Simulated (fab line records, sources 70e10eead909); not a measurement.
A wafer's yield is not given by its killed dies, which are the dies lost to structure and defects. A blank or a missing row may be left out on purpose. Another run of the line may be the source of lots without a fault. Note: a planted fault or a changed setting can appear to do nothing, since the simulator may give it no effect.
8D (eight disciplines) problem report, filled in by code -- flow nand_harc -- the parts of the form that need people (team, actions taken, sign-off) are left out

== 1. THE ISSUE ==
At NHARC_A_ONON_D2_THK_MEAS_11, thk_nm averages 1461 nm over 6 wafers from 2 lots, while fault-free wafers read 1002 nm, standard deviation 7.9. Measured from the usual mean, that is +58 standard deviations.
The step: measures by ellipsometry.
The first sign was on wafer L157.2 at day 15 17:43, on film_metro-01. The record holds 39 wafers of 13 lots with a number at this step. By rule, "out" or "out of limits" means more than 4 standard deviations away from the usual mean. All remaining wafers that have a number are taken as sound.

== 2. WHAT IT IS, AND WHAT IT ISN'T ==
question,is,is not
which readings at this step,thk_nm,-
which lots,"L157, L159","L149, L150, L151, L153, L155, L158, L163, L166, L167, L168, L170"
which wafers of those lots,all that have a number,-
read on which gauges,film_metro-01,film_metro-02
when,from day 15 17:43,"up to then (15 sound wafers); but 18 sound wafers of L158, L163, L166, L167, L168, L170 came after"

== 3. SUSPECTS, AND WHAT RULES EACH OUT ==
Counting: any tool at a process step up to the reading is kept as a suspect provided that every lot that is out went through it and no sound lot did after the first of them.
- the gauge at NHARC_A_ONON_D2_THK_MEAS_11: kept. All the wafers that are out were read on film_metro-01, and no step on other tools shows them out.
- rie_si-05 at NHARC_A_DECK1_JOINT_ETCHBACK_07 (etches the open film in HBr, target depth 105 nm, time 26.9 s): ruled out as a lasting fault. Sound lots L158, L168 ran on it after its first lot that is out, L157 (day 14 03:56).
- pecvd_onon-02 at NHARC_A_ONON_D2_DEP_09 (target thk 1000 nm): ruled out as a lasting fault. Sound lots L167, L168, L170 ran on it after its first lot that is out, L157 (day 15 17:16).
Remaining after the count: film_metro-01 at NHARC_A_ONON_D2_THK_MEAS_11.

== 4. THE CAUSE (what the simulator had put in) ==
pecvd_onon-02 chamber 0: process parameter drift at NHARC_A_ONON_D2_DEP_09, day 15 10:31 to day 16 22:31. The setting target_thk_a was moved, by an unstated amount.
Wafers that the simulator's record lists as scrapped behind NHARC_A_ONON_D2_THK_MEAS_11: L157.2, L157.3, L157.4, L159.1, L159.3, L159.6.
Counting ruled it out, wrongly: the rule takes a fault to strike every lot that its tool runs from its start on, and this one did not.

== 5. SEQUENCE OF EFFECTS, ordered by route ==
One row per reading whose mean, taken over the struck wafers that have a number, lies over 3 standard deviations from the usual. Scope: only readings with a usual standard deviation given in the record; hours: median across lots of the time from each lot's start at the first step in this table that gives one to its start at this step; sigmas: change in usual standard deviations.
hours,step,reading,usual,on struck wafers,change,sigmas
0,NHARC_A_ONON_D2_THK_MEAS_11,thk_nm,1002 nm,1461,+459,+58

== 6. WHAT WOULD HAVE CAUGHT IT SOONER ==
The first out-of-limits reading at a measuring or inspecting step in this record came at day 15 17:43, 7 hours after the fault's start at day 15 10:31.
